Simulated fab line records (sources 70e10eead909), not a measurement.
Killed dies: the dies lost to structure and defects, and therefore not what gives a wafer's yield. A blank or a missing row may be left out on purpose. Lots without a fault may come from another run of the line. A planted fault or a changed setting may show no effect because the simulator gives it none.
8D (eight disciplines) problem report, filled in by code / flow nand harc / the parts of the form that need people (team, actions taken, sign-off) are left out

## 1. WHAT IS WRONG
At NHARC_P_M2_CD_MEAS_09, cd nm averages 183.0 nm over 9 wafers from 3 lots, while fault-free wafers read 170.0 nm, standard deviation 0.59. Relative to the usual mean, that is a shift of +22 standard deviations.
The step: target cd 170 nm.
Seen first at day 9 12:00 on cd sem-01, wafer L711.1. Wafers with a number at this step in the record: 39, from 13 lots. Rule for "out", or "out of limits": more than 4 standard deviations from the usual mean. The other wafers with a number count as sound.

## 2. WHAT IT IS, WHAT IT ISN'T
question=which readings at this step | is=cd nm | is not=-
question=which lots | is=L711, L715, L716 | is not=L703, L704, L705, L707, L708, L714, L721, L722, L723, L726
question=which wafers of those lots | is=all that have a number | is not=-
question=read on which gauges | is=cd sem-01, cd sem-02, cd sem-03 | is not=-
question=when | is=from day 9 12:00 | is not=up to then (15 sound wafers); but 15 sound wafers of L714, L721, L722, L723, L726 came after

## 3. SUSPECTS, AND WHAT RULES EACH OUT
Counting: any tool at a process step up to the reading is kept as a suspect provided that every lot that is out went through it and no sound lot did after the first of them.
- the gauge at NHARC_P_M2_CD_MEAS_09 is ruled out. Those wafers that are out were read across 3 gauges (cd sem-01, cd sem-02, cd sem-03).
- litho track-04 at NHARC_P_M2_PEB_07 (peb time 65 s): kept. It ran every lot that is out, first L711 (day 9 11:55), and no sound lot after that; its last sound lot up to then is L708 (day 9 08:07).
Remaining after the count: litho track-04 at NHARC_P_M2_PEB_07.

## 4. THE CAUSE (what the simulator had put in)
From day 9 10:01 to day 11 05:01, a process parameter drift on litho track-04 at NHARC_P_M2_PEB_07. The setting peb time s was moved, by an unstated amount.
Counting left only this tool.

## 5. THE EFFECT CHAIN, in route order
Each row: a reading where the mean over the struck wafers with a number is more than 3 standard deviations away from the usual. Only readings for which the record gives a usual standard deviation are gone through. hours: the time from each lot's start at the first step in this table that gives one to its start at this step, as a median over the lots. sigmas: the change in usual standard deviations.
hours=0; step=NHARC_P_M2_CD_MEAS_09; reading=cd nm; usual=170.0 nm; on struck wafers=183.0; change=+13.0; sigmas=+22
Later steps that measure or inspect, where all struck wafers having a row at the step show a number for every such reading and not one has moved that far: NHARC_P_M2_INSPECT_11, NHARC_END_SORT_01.

## 6. WHAT WOULD HAVE CAUGHT IT SOONER
In this record the first reading out of limits at a measuring or inspecting step was taken at day 9 12:00, 2 hours after the fault began at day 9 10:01.
Lots out: 3; of these, L715, L716 started NHARC_P_M2_PEB_07 on litho track-04 after day 9 12:00. A hold on the tool at that time would have spared those 2.
